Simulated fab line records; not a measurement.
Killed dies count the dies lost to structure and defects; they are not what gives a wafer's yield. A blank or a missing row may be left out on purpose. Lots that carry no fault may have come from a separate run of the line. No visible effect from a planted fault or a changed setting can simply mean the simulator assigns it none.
The tool behind it: which one? -- flow n5_finfet -- 10 lots with 29 wafers sampled at 5 steps, on a route of 1938 steps

WHAT THE GAUGES SHOWED, per wafer
N5_BEOL_M4_RC_MEAS_101.
lot,measured,on,DIBL_N (mV/V)
L473,day 12 07:51,prober-01,33.3 34.5
L475,day 11 20:04,prober-01,39.1 38.2 36.7
L474,day 12 02:29,prober-01,36.3 33.2 36.7
L482,day 13 15:51,prober-01,33.8 34.2 34.2
L479,day 13 23:03,prober-02,37.8 42.2 36.9
L488,day 14 17:44,prober-01,31.4 37.2 36.4
L490,day 15 19:40,prober-02,36.0 34.3 38.8
L492,day 15 22:50,prober-02,37.6 39.2 36.5
L494,day 16 04:26,prober-02,39.9 36.0 35.4
L495,day 17 10:15,prober-01,37.5 40.1 37.4

EACH LOT AND THE TOOL THAT RAN IT (in order: tool; ch and the chambers of the sampled wafers; start)
lot,N5_BEOL_M3_SPUTTER_81,N5_BEOL_M3_SPUTTER_86,N5_BEOL_M3_ANNEAL_91,N5_BEOL_M3_ANNEAL_93
L473,"pvd_sputter-02, day 10 03:36","pvd_sputter-02, day 10 03:49","pvd_sputter-02, day 10 04:20","pvd_sputter-02, day 10 04:34"
L475,"pvd_sputter-01, day 10 05:43","pvd_sputter-01, day 10 05:56","pvd_sputter-01, day 10 06:27","pvd_sputter-01, day 10 06:40"
L474,"pvd_sputter-01, day 10 10:50","pvd_sputter-01, day 10 11:03","pvd_sputter-01, day 10 11:34","pvd_sputter-01, day 10 11:47"
L482,"pvd_sputter-01, day 11 04:03","pvd_sputter-01, day 11 04:16","pvd_sputter-01, day 11 04:47","pvd_sputter-01, day 11 05:01"
L479,"pvd_sputter-01, day 11 11:48","pvd_sputter-01, day 11 12:01","pvd_sputter-01, day 11 12:32","pvd_sputter-01, day 11 12:46"
L488,"pvd_sputter-03, day 13 13:05","pvd_sputter-03, day 13 13:18","pvd_sputter-03, day 13 13:49","pvd_sputter-03, day 13 14:02"
L490,"pvd_sputter-02, day 14 20:41","pvd_sputter-02, day 14 20:54","pvd_sputter-02, day 14 21:25","pvd_sputter-02, day 14 21:38"
L492,"pvd_sputter-03, day 14 23:34","pvd_sputter-03, day 14 23:47","pvd_sputter-03, day 15 00:18","pvd_sputter-03, day 15 00:31"
L494,"pvd_sputter-01, day 15 11:27","pvd_sputter-01, day 15 11:40","pvd_sputter-01, day 15 12:11","pvd_sputter-01, day 15 12:25"
L495,"pvd_sputter-02, day 16 12:48","pvd_sputter-02, day 16 13:01","pvd_sputter-02, day 16 13:32","pvd_sputter-02, day 16 13:46"
- N5_BEOL_M3_SPUTTER_81: material Cu, target thk 4.5 nm, time 8.29 s.
- N5_BEOL_M3_SPUTTER_86: material Cu, target thk 4.5 nm, time 8.29 s.
- N5_BEOL_M3_ANNEAL_91: time 240 s.
- N5_BEOL_M3_ANNEAL_93: time 240 s.

THE ANSWER, worked out from the rows above alone
Rule: the usual values come from the lots themselves. The widest of any qualifying gaps counts: lots, ordered by their means at a reading, are off when they make up no more than a third of the lots, leave a main group of 4 or more, and stand apart from it by 3 or more times the standard deviation of that group's means. A main group is skipped when, at the precision printed for the reading in the tables above, its means are all equal. Also off: a lot with no number at a reading for which 4 or more lots have one. Where the step has rows for the other lots, those lots are counted as sound.
No lot is off on any of the readings shown, so nothing can be concluded from this.

WHAT WAS PUT IN BY THE SIMULATOR
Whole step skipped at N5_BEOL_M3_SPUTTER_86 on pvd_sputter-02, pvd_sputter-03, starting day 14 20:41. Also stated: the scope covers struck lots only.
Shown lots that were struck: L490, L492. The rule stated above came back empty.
